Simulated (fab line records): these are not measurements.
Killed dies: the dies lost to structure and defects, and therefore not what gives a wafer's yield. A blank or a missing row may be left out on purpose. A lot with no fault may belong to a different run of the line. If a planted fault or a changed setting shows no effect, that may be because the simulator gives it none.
What tool caused it? / flow n5-finfet / 72 wafers from 24 lots sampled at 6 of the route's 1938 steps

WHAT THE GAUGES READ, wafer by wafer
N5_BEOL_M2_CD_MEAS_35: target cd 18 nm, target cd y 22.2 nm.
lot=L074; measured=day 6 17:37; on=cd-sem-01; cd-nm (nm)=17.63 18.83 18.06
lot=L075; measured=day 7 05:17; on=cd-sem-01; cd-nm (nm)=18.06 17.79 17.86
lot=L076; measured=day 8 03:20; on=cd-sem-02; cd-nm (nm)=17.67 18.10 18.22
lot=L077; measured=day 8 03:20; on=cd-sem-01; cd-nm (nm)=18.27 18.02 17.86
lot=L078; measured=day 8 10:50; on=cd-sem-03; cd-nm (nm)=18.04 17.68 18.08
lot=L079; measured=day 10 00:11; on=cd-sem-02; cd-nm (nm)=18.59 18.44 18.57
lot=L080; measured=day 10 08:55; on=cd-sem-03; cd-nm (nm)=17.95 18.08 17.94
lot=L081; measured=day 10 08:57; on=cd-sem-02; cd-nm (nm)=17.73 18.12 17.68
lot=L082; measured=day 10 12:23; on=cd-sem-02; cd-nm (nm)=17.74 18.08 18.26
lot=L083; measured=day 10 23:16; on=cd-sem-02; cd-nm (nm)=17.68 17.61 17.86
lot=L084; measured=day 11 01:23; on=cd-sem-01; cd-nm (nm)=17.78 17.77 18.06
lot=L085; measured=day 11 15:55; on=cd-sem-03; cd-nm (nm)=17.91 17.99 17.52
lot=L086; measured=day 11 15:56; on=cd-sem-03; cd-nm (nm)=18.41 18.54 18.07
lot=L088; measured=day 11 16:07; on=cd-sem-03; cd-nm (nm)=17.98 17.65 18.24
lot=L087; measured=day 11 16:29; on=cd-sem-02; cd-nm (nm)=17.79 18.07 17.89
lot=L089; measured=day 12 19:59; on=cd-sem-01; cd-nm (nm)=18.15 17.91 17.72
lot=L090; measured=day 12 22:47; on=cd-sem-02; cd-nm (nm)=18.06 17.84 18.13
lot=L092; measured=day 13 02:23; on=cd-sem-02; cd-nm (nm)=17.94 18.07 17.72
lot=L091; measured=day 13 02:26; on=cd-sem-02; cd-nm (nm)=18.43 18.39 17.89
lot=L093; measured=day 13 04:53; on=cd-sem-02; cd-nm (nm)=17.85 17.95 17.99
lot=L096; measured=day 14 11:11; on=cd-sem-03; cd-nm (nm)=17.66 18.49 17.56
lot=L095; measured=day 14 11:13; on=cd-sem-03; cd-nm (nm)=18.27 17.73 18.24
lot=L094; measured=day 14 14:42; on=cd-sem-01; cd-nm (nm)=17.91 18.04 18.01
lot=L097; measured=day 14 14:44; on=cd-sem-02; cd-nm (nm)=17.74 18.00 17.91

N5_BEOL_M3_INSPECT_13: inspects for defects (brightfield).
lot=L074; measured=day 7 00:35; on=defect-inspect-02; raw-defect-count=394 400 390
lot=L075; measured=day 7 23:01; on=defect-inspect-02; raw-defect-count=570 430 386
lot=L076; measured=day 9 19:17; on=defect-inspect-01; raw-defect-count=355 377 309
lot=L077; measured=day 9 19:43; on=defect-inspect-02; raw-defect-count=417 290 441
lot=L078; measured=day 9 19:56; on=defect-inspect-01; raw-defect-count=323 290 349
lot=L079; measured=day 10 06:19; on=defect-inspect-01; raw-defect-count=395 385 406
lot=L080; measured=day 10 13:53; on=defect-inspect-02; raw-defect-count=504 370 301
lot=L081; measured=day 10 15:59; on=defect-inspect-01; raw-defect-count=401 322 274
lot=L082; measured=day 10 17:13; on=defect-inspect-01; raw-defect-count=381 439 334
lot=L083; measured=day 11 05:09; on=defect-inspect-01; raw-defect-count=587 390 602
lot=L084; measured=day 11 07:21; on=defect-inspect-01; raw-defect-count=340 414 448
lot=L085; measured=day 11 21:34; on=defect-inspect-01; raw-defect-count=385 416 476
lot=L086; measured=day 11 21:40; on=defect-inspect-01; raw-defect-count=317 398 335
lot=L088; measured=day 11 23:04; on=defect-inspect-01; raw-defect-count=327 398 322
lot=L087; measured=day 11 22:53; on=defect-inspect-01; raw-defect-count=415 474 348
lot=L089; measured=day 13 02:43; on=defect-inspect-01; raw-defect-count=442 412 487
lot=L090; measured=day 13 06:56; on=defect-inspect-01; raw-defect-count=452 670 659
lot=L092; measured=day 13 09:29; on=defect-inspect-01; raw-defect-count=314 419 379
lot=L091; measured=day 13 09:32; on=defect-inspect-02; raw-defect-count=459 443 396
lot=L093; measured=day 13 15:01; on=defect-inspect-02; raw-defect-count=352 317 377
lot=L096; measured=day 14 15:56; on=defect-inspect-01; raw-defect-count=462 453 391
lot=L095; measured=day 14 16:02; on=defect-inspect-01; raw-defect-count=372 323 384
lot=L094; measured=day 14 19:20; on=defect-inspect-02; raw-defect-count=315 348 353
lot=L097; measured=day 14 20:22; on=defect-inspect-02; raw-defect-count=737 414 384

WHICH TOOL RAN EACH LOT (tool, then ch and the chambers of the sampled wafers, then the start)
lot=L074; N5_BEOL_M2_ALD_98=ald-sin-03 ch 0,1,2, day 6 15:18; N5_BEOL_M2_STRIP_36=rie-diel-01 ch 0,1,3, day 6 17:16; N5_BEOL_M2_ALD_84=ald-metal-04 ch 0,1,3, day 6 18:22; N5_BEOL_M2_ANNEAL_80=pvd-sputter-03, day 6 19:31
lot=L075; N5_BEOL_M2_ALD_98=ald-sin-02 ch 0,1,2, day 7 02:09; N5_BEOL_M2_STRIP_36=rie-diel-06 ch 0,1,2, day 7 04:56; N5_BEOL_M2_ALD_84=ald-metal-01 ch 0,1,3, day 7 05:31; N5_BEOL_M2_ANNEAL_80=pvd-sputter-02, day 7 06:43
lot=L076; N5_BEOL_M2_ALD_98=ald-sin-02 ch 0,2,3, day 8 00:18; N5_BEOL_M2_STRIP_36=rie-diel-04 ch 0,1,2, day 8 02:59; N5_BEOL_M2_ALD_84=ald-metal-01 ch 0,1,2, day 8 03:29; N5_BEOL_M2_ANNEAL_80=pvd-sputter-02, day 8 04:13
lot=L077; N5_BEOL_M2_ALD_98=ald-sin-02 ch 1,2,3, day 8 00:43; N5_BEOL_M2_STRIP_36=rie-diel-06 ch 0,2, day 8 02:59; N5_BEOL_M2_ALD_84=ald-metal-01 ch 0,1,3, day 8 03:41; N5_BEOL_M2_ANNEAL_80=pvd-sputter-03, day 8 04:26
lot=L078; N5_BEOL_M2_ALD_98=ald-sin-02 ch 0,1,3, day 8 00:58; N5_BEOL_M2_STRIP_36=rie-diel-01 ch 0,2, day 8 10:28; N5_BEOL_M2_ALD_84=ald-metal-02 ch 1,3, day 8 11:40; N5_BEOL_M2_ANNEAL_80=pvd-sputter-02, day 8 12:46
lot=L079; N5_BEOL_M2_ALD_98=ald-sin-03 ch 2,3, day 9 21:32; N5_BEOL_M2_STRIP_36=rie-diel-04 ch 1,2,3, day 9 23:50; N5_BEOL_M2_ALD_84=ald-metal-02 ch 0,2,3, day 10 00:20; N5_BEOL_M2_ANNEAL_80=pvd-sputter-02, day 10 01:05
lot=L080; N5_BEOL_M2_ALD_98=ald-sin-02 ch 0,1,2, day 9 21:57; N5_BEOL_M2_STRIP_36=rie-diel-06 ch 0,2,3, day 10 08:34; N5_BEOL_M2_ALD_84=ald-metal-02 ch 0,1, day 10 09:14; N5_BEOL_M2_ANNEAL_80=pvd-sputter-03, day 10 10:07
lot=L081; N5_BEOL_M2_ALD_98=ald-sin-03 ch 1,2,3, day 9 21:59; N5_BEOL_M2_STRIP_36=rie-diel-01 ch 1,2, day 10 08:37; N5_BEOL_M2_ALD_84=ald-metal-04 ch 0,2,3, day 10 09:14; N5_BEOL_M2_ANNEAL_80=pvd-sputter-03, day 10 11:58
lot=L082; N5_BEOL_M2_ALD_98=ald-sin-02 ch 0,1,2, day 10 11:28; N5_BEOL_M2_STRIP_36=rie-diel-01 ch 0,1,3, day 10 12:02; N5_BEOL_M2_ALD_84=ald-metal-01 ch 1,2,3, day 10 13:09; N5_BEOL_M2_ANNEAL_80=pvd-sputter-02, day 10 13:58
lot=L083; N5_BEOL_M2_ALD_98=ald-sin-03 ch 0,1,3, day 10 17:26; N5_BEOL_M2_STRIP_36=rie-diel-06 ch 0,3, day 10 22:56; N5_BEOL_M2_ALD_84=ald-metal-02 ch 1,2,3, day 10 23:50; N5_BEOL_M2_ANNEAL_80=pvd-sputter-02, day 11 01:23
lot=L084; N5_BEOL_M2_ALD_98=ald-sin-03 ch 0,1, day 10 19:47; N5_BEOL_M2_STRIP_36=rie-diel-06 ch 0,2,3, day 11 01:02; N5_BEOL_M2_ALD_84=ald-metal-04 ch 0,1,3, day 11 01:57; N5_BEOL_M2_ANNEAL_80=pvd-sputter-03, day 11 02:46
lot=L085; N5_BEOL_M2_ALD_98=ald-sin-03 ch 0,1,3, day 11 07:12; N5_BEOL_M2_STRIP_36=rie-diel-01 ch 0,2,3, day 11 15:29; N5_BEOL_M2_ALD_84=ald-metal-01 ch 0,3, day 11 16:22; N5_BEOL_M2_ANNEAL_80=pvd-sputter-03, day 11 17:07
lot=L086; N5_BEOL_M2_ALD_98=ald-sin-04 ch 1,3, day 11 09:51; N5_BEOL_M2_STRIP_36=rie-diel-04 ch 0,2, day 11 15:34; N5_BEOL_M2_ALD_84=ald-metal-04 ch 0,3, day 11 16:24; N5_BEOL_M2_ANNEAL_80=pvd-sputter-01, day 11 17:17
lot=L088; N5_BEOL_M2_ALD_98=ald-sin-04 ch 0,1,3, day 11 14:29; N5_BEOL_M2_STRIP_36=rie-diel-06 ch 0,1, day 11 15:38; N5_BEOL_M2_ALD_84=ald-metal-02 ch 2,3, day 11 16:33; N5_BEOL_M2_ANNEAL_80=pvd-sputter-01, day 11 19:08
lot=L087; N5_BEOL_M2_ALD_98=ald-sin-02 ch 0,2,3, day 11 14:59; N5_BEOL_M2_STRIP_36=rie-diel-06 ch 0,3, day 11 16:02; N5_BEOL_M2_ALD_84=ald-metal-01 ch 1,2,3, day 11 16:37; N5_BEOL_M2_ANNEAL_80=pvd-sputter-03, day 11 18:58
lot=L089; N5_BEOL_M2_ALD_98=ald-sin-03 ch 1,2,3, day 12 19:07; N5_BEOL_M2_STRIP_36=rie-diel-01 ch 0,1,3, day 12 19:38; N5_BEOL_M2_ALD_84=ald-metal-01 ch 0,1, day 12 20:09; N5_BEOL_M2_ANNEAL_80=pvd-sputter-02, day 12 21:11
lot=L090; N5_BEOL_M2_ALD_98=ald-sin-04 ch 0,1, day 12 21:38; N5_BEOL_M2_STRIP_36=rie-diel-01 ch 0,2, day 12 22:25; N5_BEOL_M2_ALD_84=ald-metal-04 ch 0,3, day 12 23:17; N5_BEOL_M2_ANNEAL_80=pvd-sputter-02, day 13 01:21
lot=L092; N5_BEOL_M2_ALD_98=ald-sin-02 ch 0,1,3, day 12 22:44; N5_BEOL_M2_STRIP_36=rie-diel-06 ch 0,1,3, day 13 02:02; N5_BEOL_M2_ALD_84=ald-metal-04 ch 0,2,3, day 13 02:52; N5_BEOL_M2_ANNEAL_80=pvd-sputter-01, day 13 04:47
lot=L091; N5_BEOL_M2_ALD_98=ald-sin-03 ch 0,1, day 13 01:11; N5_BEOL_M2_STRIP_36=rie-diel-04 ch 0,1,3, day 13 02:05; N5_BEOL_M2_ALD_84=ald-metal-02 ch 0,1,3, day 13 02:57; N5_BEOL_M2_ANNEAL_80=pvd-sputter-03, day 13 04:55
lot=L093; N5_BEOL_M2_ALD_98=ald-sin-04 ch 0,1,3, day 13 04:12; N5_BEOL_M2_STRIP_36=rie-diel-01 ch 0,3, day 13 04:32; N5_BEOL_M2_ALD_84=ald-metal-04 ch 0,2,3, day 13 05:29; N5_BEOL_M2_ANNEAL_80=pvd-sputter-01, day 13 06:44
lot=L096; N5_BEOL_M2_ALD_98=ald-sin-03 ch 0,1,3, day 14 06:11; N5_BEOL_M2_STRIP_36=rie-diel-01 ch 1,2,3, day 14 10:49; N5_BEOL_M2_ALD_84=ald-metal-01 ch 0,2,3, day 14 11:37; N5_BEOL_M2_ANNEAL_80=pvd-sputter-03, day 14 12:43
lot=L095; N5_BEOL_M2_ALD_98=ald-sin-03 ch 0,1,3, day 14 06:46; N5_BEOL_M2_STRIP_36=rie-diel-06 ch 0,2,3, day 14 10:51; N5_BEOL_M2_ALD_84=ald-metal-02 ch 0,1, day 14 11:43; N5_BEOL_M2_ANNEAL_80=pvd-sputter-02, day 14 12:50
lot=L094; N5_BEOL_M2_ALD_98=ald-sin-04 ch 0,2, day 14 06:52; N5_BEOL_M2_STRIP_36=rie-diel-01 ch 3, day 14 14:16; N5_BEOL_M2_ALD_84=ald-metal-04 ch 1,2, day 14 15:07; N5_BEOL_M2_ANNEAL_80=pvd-sputter-02, day 14 16:01
lot=L097; N5_BEOL_M2_ALD_98=ald-sin-03 ch 2,3, day 14 08:11; N5_BEOL_M2_STRIP_36=rie-diel-06 ch 0,3, day 14 14:22; N5_BEOL_M2_ALD_84=ald-metal-02 ch 0,1,3, day 14 15:20; N5_BEOL_M2_ANNEAL_80=pvd-sputter-03, day 14 16:17
- N5_BEOL_M2_ALD_98: deposits SiO2, target thk 2.5 nm, pulse time 1 s, co reactant pulse time 1 s.
- N5_BEOL_M2_STRIP_36: strips in N2/H2.
- N5_BEOL_M2_ALD_84: deposits TaN, pulse time 2 s, purge time 3 s, co reactant purge time 2 s.
- N5_BEOL_M2_ANNEAL_80: time 240 s.

AS READ BY THE TOOLS THEMSELVES (means over the sampled wafers that have a number; for cases with no such wafer, the mark the record gives instead)
N5_BEOL_M2_ALD_98.
lot=L074; tool=ald-sin-03; heater-power-outer-w (W)=43; heater-power-w (W)=83; precursor-pulse-height-rel=1.002
lot=L075; tool=ald-sin-02; heater-power-outer-w (W)=37; heater-power-w (W)=74; precursor-pulse-height-rel=1.000
lot=L076; tool=ald-sin-02; heater-power-outer-w (W)=37; heater-power-w (W)=74; precursor-pulse-height-rel=0.995
lot=L077; tool=ald-sin-02; heater-power-outer-w (W)=37; heater-power-w (W)=76; precursor-pulse-height-rel=0.984
lot=L078; tool=ald-sin-02; heater-power-outer-w (W)=39; heater-power-w (W)=74; precursor-pulse-height-rel=1.009
lot=L079; tool=ald-sin-03; heater-power-outer-w (W)=40; heater-power-w (W)=76; precursor-pulse-height-rel=0.997
lot=L080; tool=ald-sin-02; heater-power-outer-w (W)=36; heater-power-w (W)=72; precursor-pulse-height-rel=1.005
lot=L081; tool=ald-sin-03; heater-power-outer-w (W)=42; heater-power-w (W)=81; precursor-pulse-height-rel=1.002
lot=L082; tool=ald-sin-02; heater-power-outer-w (W)=37; heater-power-w (W)=71; precursor-pulse-height-rel=0.990
lot=L083; tool=ald-sin-03; heater-power-outer-w (W)=37; heater-power-w (W)=73; precursor-pulse-height-rel=0.987
lot=L084; tool=ald-sin-03; heater-power-outer-w (W)=40; heater-power-w (W)=75; precursor-pulse-height-rel=0.990
lot=L085; tool=ald-sin-03; heater-power-outer-w (W)=37; heater-power-w (W)=73; precursor-pulse-height-rel=0.987
lot=L086; tool=ald-sin-04; heater-power-outer-w (W)=45; heater-power-w (W)=87; precursor-pulse-height-rel=1.011
lot=L088; tool=ald-sin-04; heater-power-outer-w (W)=41; heater-power-w (W)=80; precursor-pulse-height-rel=0.986
lot=L087; tool=ald-sin-02; heater-power-outer-w (W)=37; heater-power-w (W)=71; precursor-pulse-height-rel=0.983
lot=L089; tool=ald-sin-03; heater-power-outer-w (W)=41; heater-power-w (W)=80; precursor-pulse-height-rel=0.990
lot=L090; tool=ald-sin-04; heater-power-outer-w (W)=35; heater-power-w (W)=69; precursor-pulse-height-rel=1.004
lot=L092; tool=ald-sin-02; heater-power-outer-w (W)=38; heater-power-w (W)=76; precursor-pulse-height-rel=0.998
lot=L091; tool=ald-sin-03; heater-power-outer-w (W)=38; heater-power-w (W)=78; precursor-pulse-height-rel=1.003
lot=L093; tool=ald-sin-04; heater-power-outer-w (W)=40; heater-power-w (W)=78; precursor-pulse-height-rel=0.983
lot=L096; tool=ald-sin-03; heater-power-outer-w (W)=38; heater-power-w (W)=73; precursor-pulse-height-rel=0.970
lot=L095; tool=ald-sin-03; heater-power-outer-w (W)=38; heater-power-w (W)=74; precursor-pulse-height-rel=0.992
lot=L094; tool=ald-sin-04; heater-power-outer-w (W)=37; heater-power-w (W)=72; precursor-pulse-height-rel=0.998
lot=L097; tool=ald-sin-03; heater-power-outer-w (W)=40; heater-power-w (W)=77; precursor-pulse-height-rel=0.994

N5_BEOL_M2_STRIP_36.
lot=L074; tool=rie-diel-01; drypump-motor-current-A (A)=5.7; h2-flow-sccm (sccm)=200.6; n2-flow-sccm (sccm)=200.0; oes-product-au (a.u.)=0.83; power-w (W)=450.4; rf-vpp-V (V)=59.0; showerhead-plenum-p-Torr (Torr)=2.60; throttle-valve-pct (%)=23.72
lot=L075; tool=rie-diel-06; drypump-motor-current-A (A)=5.6; h2-flow-sccm (sccm)=200.3; n2-flow-sccm (sccm)=200.2; oes-product-au (a.u.)=0.79; power-w (W)=449.6; rf-vpp-V (V)=58.7; showerhead-plenum-p-Torr (Torr)=2.58; throttle-valve-pct (%)=23.74
lot=L076; tool=rie-diel-04; drypump-motor-current-A (A)=5.7; h2-flow-sccm (sccm)=199.9; n2-flow-sccm (sccm)=199.4; oes-product-au (a.u.)=0.83; power-w (W)=449.2; rf-vpp-V (V)=59.5; showerhead-plenum-p-Torr (Torr)=2.63; throttle-valve-pct (%)=23.62
lot=L077; tool=rie-diel-06; drypump-motor-current-A (A)=5.6; h2-flow-sccm (sccm)=200.2; n2-flow-sccm (sccm)=200.3; oes-product-au (a.u.)=0.74; power-w (W)=451.8; rf-vpp-V (V)=59.4; showerhead-plenum-p-Torr (Torr)=2.56; throttle-valve-pct (%)=23.87
lot=L078; tool=rie-diel-01; drypump-motor-current-A (A)=6.1; h2-flow-sccm (sccm)=199.2; n2-flow-sccm (sccm)=200.4; oes-product-au (a.u.)=0.86; power-w (W)=450.9; rf-vpp-V (V)=58.5; showerhead-plenum-p-Torr (Torr)=2.54; throttle-valve-pct (%)=23.75
lot=L079; tool=rie-diel-04; drypump-motor-current-A (A)=5.7; h2-flow-sccm (sccm)=200.6; n2-flow-sccm (sccm)=199.8; oes-product-au (a.u.)=0.75; power-w (W)=450.9; rf-vpp-V (V)=60.2; showerhead-plenum-p-Torr (Torr)=2.60; throttle-valve-pct (%)=23.54
lot=L080; tool=rie-diel-06; drypump-motor-current-A (A)=5.7; h2-flow-sccm (sccm)=199.5; n2-flow-sccm (sccm)=200.0; oes-product-au (a.u.)=0.74; power-w (W)=449.1; rf-vpp-V (V)=60.0; showerhead-plenum-p-Torr (Torr)=2.56; throttle-valve-pct (%)=23.75
lot=L081; tool=rie-diel-01; drypump-motor-current-A (A)=6.1; h2-flow-sccm (sccm)=200.0; n2-flow-sccm (sccm)=200.3; oes-product-au (a.u.)=0.83; power-w (W)=449.6; rf-vpp-V (V)=58.6; showerhead-plenum-p-Torr (Torr)=2.50; throttle-valve-pct (%)=23.69
lot=L082; tool=rie-diel-01; drypump-motor-current-A (A)=5.7; h2-flow-sccm (sccm)=200.4; n2-flow-sccm (sccm)=200.3; oes-product-au (a.u.)=0.81; power-w (W)=450.0; rf-vpp-V (V)=58.5; showerhead-plenum-p-Torr (Torr)=2.59; throttle-valve-pct (%)=23.75
lot=L083; tool=rie-diel-06; drypump-motor-current-A (A)=5.9; h2-flow-sccm (sccm)=200.2; n2-flow-sccm (sccm)=200.7; oes-product-au (a.u.)=0.73; power-w (W)=449.3; rf-vpp-V (V)=58.0; showerhead-plenum-p-Torr (Torr)=2.52; throttle-valve-pct (%)=23.85
lot=L084; tool=rie-diel-06; drypump-motor-current-A (A)=5.7; h2-flow-sccm (sccm)=199.8; n2-flow-sccm (sccm)=199.5; oes-product-au (a.u.)=0.73; power-w (W)=450.3; rf-vpp-V (V)=60.7; showerhead-plenum-p-Torr (Torr)=2.56; throttle-valve-pct (%)=23.78
lot=L085; tool=rie-diel-01; drypump-motor-current-A (A)=5.8; h2-flow-sccm (sccm)=200.1; n2-flow-sccm (sccm)=199.9; oes-product-au (a.u.)=0.81; power-w (W)=448.3; rf-vpp-V (V)=60.4; showerhead-plenum-p-Torr (Torr)=2.55; throttle-valve-pct (%)=23.79
lot=L086; tool=rie-diel-04; drypump-motor-current-A (A)=5.8; h2-flow-sccm (sccm)=200.1; n2-flow-sccm (sccm)=200.6; oes-product-au (a.u.)=0.76; power-w (W)=449.6; rf-vpp-V (V)=59.1; showerhead-plenum-p-Torr (Torr)=2.64; throttle-valve-pct (%)=24.04
lot=L088; tool=rie-diel-06; drypump-motor-current-A (A)=5.8; h2-flow-sccm (sccm)=199.8; n2-flow-sccm (sccm)=199.3; oes-product-au (a.u.)=0.78; power-w (W)=449.7; rf-vpp-V (V)=59.1; showerhead-plenum-p-Torr (Torr)=2.54; throttle-valve-pct (%)=23.80
lot=L087; tool=rie-diel-06; drypump-motor-current-A (A)=5.9; h2-flow-sccm (sccm)=200.1; n2-flow-sccm (sccm)=200.1; oes-product-au (a.u.)=0.72; power-w (W)=449.3; rf-vpp-V (V)=60.3; showerhead-plenum-p-Torr (Torr)=2.52; throttle-valve-pct (%)=23.87
lot=L089; tool=rie-diel-01; drypump-motor-current-A (A)=5.7; h2-flow-sccm (sccm)=199.4; n2-flow-sccm (sccm)=200.5; oes-product-au (a.u.)=0.79; power-w (W)=450.6; rf-vpp-V (V)=59.4; showerhead-plenum-p-Torr (Torr)=2.59; throttle-valve-pct (%)=23.76
lot=L090; tool=rie-diel-01; drypump-motor-current-A (A)=6.1; h2-flow-sccm (sccm)=200.1; n2-flow-sccm (sccm)=199.4; oes-product-au (a.u.)=0.81; power-w (W)=450.0; rf-vpp-V (V)=59.3; showerhead-plenum-p-Torr (Torr)=2.53; throttle-valve-pct (%)=23.78
lot=L092; tool=rie-diel-06; drypump-motor-current-A (A)=5.8; h2-flow-sccm (sccm)=199.2; n2-flow-sccm (sccm)=199.4; oes-product-au (a.u.)=0.74; power-w (W)=450.1; rf-vpp-V (V)=58.7; showerhead-plenum-p-Torr (Torr)=2.53; throttle-valve-pct (%)=23.80
lot=L091; tool=rie-diel-04; drypump-motor-current-A (A)=6.1; h2-flow-sccm (sccm)=199.7; n2-flow-sccm (sccm)=199.7; oes-product-au (a.u.)=0.79; power-w (W)=450.7; rf-vpp-V (V)=58.6; showerhead-plenum-p-Torr (Torr)=2.62; throttle-valve-pct (%)=23.31
lot=L093; tool=rie-diel-01; drypump-motor-current-A (A)=5.6; h2-flow-sccm (sccm)=200.2; n2-flow-sccm (sccm)=200.3; oes-product-au (a.u.)=0.76; power-w (W)=449.5; rf-vpp-V (V)=58.9; showerhead-plenum-p-Torr (Torr)=2.58; throttle-valve-pct (%)=23.82
lot=L096; tool=rie-diel-01; drypump-motor-current-A (A)=5.9; h2-flow-sccm (sccm)=200.0; n2-flow-sccm (sccm)=199.8; oes-product-au (a.u.)=0.76; power-w (W)=449.7; rf-vpp-V (V)=58.4; showerhead-plenum-p-Torr (Torr)=2.51; throttle-valve-pct (%)=23.76
lot=L095; tool=rie-diel-06; drypump-motor-current-A (A)=5.7; h2-flow-sccm (sccm)=200.0; n2-flow-sccm (sccm)=199.9; oes-product-au (a.u.)=0.71; power-w (W)=449.3; rf-vpp-V (V)=58.4; showerhead-plenum-p-Torr (Torr)=2.55; throttle-valve-pct (%)=23.81
lot=L094; tool=rie-diel-01; drypump-motor-current-A (A)=5.6; h2-flow-sccm (sccm)=199.5; n2-flow-sccm (sccm)=199.7; oes-product-au (a.u.)=0.72; power-w (W)=450.2; rf-vpp-V (V)=59.4; showerhead-plenum-p-Torr (Torr)=2.52; throttle-valve-pct (%)=23.83
lot=L097; tool=rie-diel-06; drypump-motor-current-A (A)=6.0; h2-flow-sccm (sccm)=199.2; n2-flow-sccm (sccm)=199.1; oes-product-au (a.u.)=0.71; power-w (W)=448.2; rf-vpp-V (V)=59.3; showerhead-plenum-p-Torr (Torr)=2.50; throttle-valve-pct (%)=23.91

N5_BEOL_M2_ALD_84.
lot=L074; tool=ald-metal-04; heater-power-outer-w (W)=223; heater-power-w (W)=411; precursor-vessel-temp-c (C)=75.06
lot=L075; tool=ald-metal-01; heater-power-outer-w (W)=208; heater-power-w (W)=381; precursor-vessel-temp-c (C)=75.05
lot=L076; tool=ald-metal-01; heater-power-outer-w (W)=220; heater-power-w (W)=416; precursor-vessel-temp-c (C)=75.07
lot=L077; tool=ald-metal-01; heater-power-outer-w (W)=208; heater-power-w (W)=383; precursor-vessel-temp-c (C)=74.97
lot=L078; tool=ald-metal-02; heater-power-outer-w (W)=247; heater-power-w (W)=447; precursor-vessel-temp-c (C)=75.06
lot=L079; tool=ald-metal-02; heater-power-outer-w (W)=245; heater-power-w (W)=468; precursor-vessel-temp-c (C)=74.95
lot=L080; tool=ald-metal-02; heater-power-outer-w (W)=256; heater-power-w (W)=469; precursor-vessel-temp-c (C)=74.98
lot=L081; tool=ald-metal-04; heater-power-outer-w (W)=208; heater-power-w (W)=391; precursor-vessel-temp-c (C)=75.02
lot=L082; tool=ald-metal-01; heater-power-outer-w (W)=224; heater-power-w (W)=413; precursor-vessel-temp-c (C)=74.89
lot=L083; tool=ald-metal-02; heater-power-outer-w (W)=263; heater-power-w (W)=479; precursor-vessel-temp-c (C)=75.02
lot=L084; tool=ald-metal-04; heater-power-outer-w (W)=218; heater-power-w (W)=419; precursor-vessel-temp-c (C)=75.03
lot=L085; tool=ald-metal-01; heater-power-outer-w (W)=199; heater-power-w (W)=359; precursor-vessel-temp-c (C)=74.99
lot=L086; tool=ald-metal-04; heater-power-outer-w (W)=207; heater-power-w (W)=392; precursor-vessel-temp-c (C)=75.04
lot=L088; tool=ald-metal-02; heater-power-outer-w (W)=250; heater-power-w (W)=454; precursor-vessel-temp-c (C)=75.01
lot=L087; tool=ald-metal-01; heater-power-outer-w (W)=226; heater-power-w (W)=418; precursor-vessel-temp-c (C)=74.92
lot=L089; tool=ald-metal-01; heater-power-outer-w (W)=200; heater-power-w (W)=384; precursor-vessel-temp-c (C)=75.01
lot=L090; tool=ald-metal-04; heater-power-outer-w (W)=217; heater-power-w (W)=409; precursor-vessel-temp-c (C)=75.02
lot=L092; tool=ald-metal-04; heater-power-outer-w (W)=206; heater-power-w (W)=386; precursor-vessel-temp-c (C)=75.02
lot=L091; tool=ald-metal-02; heater-power-outer-w (W)=239; heater-power-w (W)=454; precursor-vessel-temp-c (C)=74.87
lot=L093; tool=ald-metal-04; heater-power-outer-w (W)=207; heater-power-w (W)=395; precursor-vessel-temp-c (C)=74.99
lot=L096; tool=ald-metal-01; heater-power-outer-w (W)=206; heater-power-w (W)=388; precursor-vessel-temp-c (C)=75.07
lot=L095; tool=ald-metal-02; heater-power-outer-w (W)=241; heater-power-w (W)=456; precursor-vessel-temp-c (C)=75.03
lot=L094; tool=ald-metal-04; heater-power-outer-w (W)=225; heater-power-w (W)=421; precursor-vessel-temp-c (C)=74.90
lot=L097; tool=ald-metal-02; heater-power-outer-w (W)=239; heater-power-w (W)=451; precursor-vessel-temp-c (C)=74.98

N5_BEOL_M2_ANNEAL_80.
lot=L074; tool=pvd-sputter-03; heater-power-w (W)=767
lot=L075; tool=pvd-sputter-02; heater-power-w (W)=880
lot=L076; tool=pvd-sputter-02; heater-power-w (W)=936
lot=L077; tool=pvd-sputter-03; heater-power-w (W)=750
lot=L078; tool=pvd-sputter-02; heater-power-w (W)=850
lot=L079; tool=pvd-sputter-02; heater-power-w (W)=873
lot=L080; tool=pvd-sputter-03; heater-power-w (W)=729
lot=L081; tool=pvd-sputter-03; heater-power-w (W)=804
lot=L082; tool=pvd-sputter-02; heater-power-w (W)=876
lot=L083; tool=pvd-sputter-02; heater-power-w (W)=872
lot=L084; tool=pvd-sputter-03; heater-power-w (W)=730
lot=L085; tool=pvd-sputter-03; heater-power-w (W)=760
lot=L086; tool=pvd-sputter-01; heater-power-w (W)=923
lot=L088; tool=pvd-sputter-01; heater-power-w (W)=927
lot=L087; tool=pvd-sputter-03; heater-power-w (W)=779
lot=L089; tool=pvd-sputter-02; heater-power-w (W)=887
lot=L090; tool=pvd-sputter-02; heater-power-w (W)=905
lot=L092; tool=pvd-sputter-01; heater-power-w (W)=879
lot=L091; tool=pvd-sputter-03; heater-power-w (W)=806
lot=L093; tool=pvd-sputter-01; heater-power-w (W)=913
lot=L096; tool=pvd-sputter-03; heater-power-w (W)=778
lot=L095; tool=pvd-sputter-02; heater-power-w (W)=920
lot=L094; tool=pvd-sputter-02; heater-power-w (W)=911
lot=L097; tool=pvd-sputter-03; heater-power-w (W)=770

THE ANSWER, worked out from the rows above alone
Rule: the lots themselves supply what counts as usual. The widest of any qualifying gaps counts: lots, ordered by their means at a reading, are off when they make up no more than a third of the lots, leave a main group of 4 or more, and stand apart from it by 3 or more times the standard deviation of that group's means. Not used: any main group whose means are identical at the precision the tables above print for the reading. Also off: a lot with no number at a reading for which 4 or more lots have one. The other lots that the step has rows for count as sound. After the gauges, taken in route order, come the tools' own readings; for these a lot's mean is taken, as printed above. The first step at which some lot is off is used, and at that step the reading that is off furthest; a lot without a number counts as furthest.
No lot is off at any reading shown: from this, nothing can be told.

WHAT HAD BEEN PUT IN BY THE SIMULATOR
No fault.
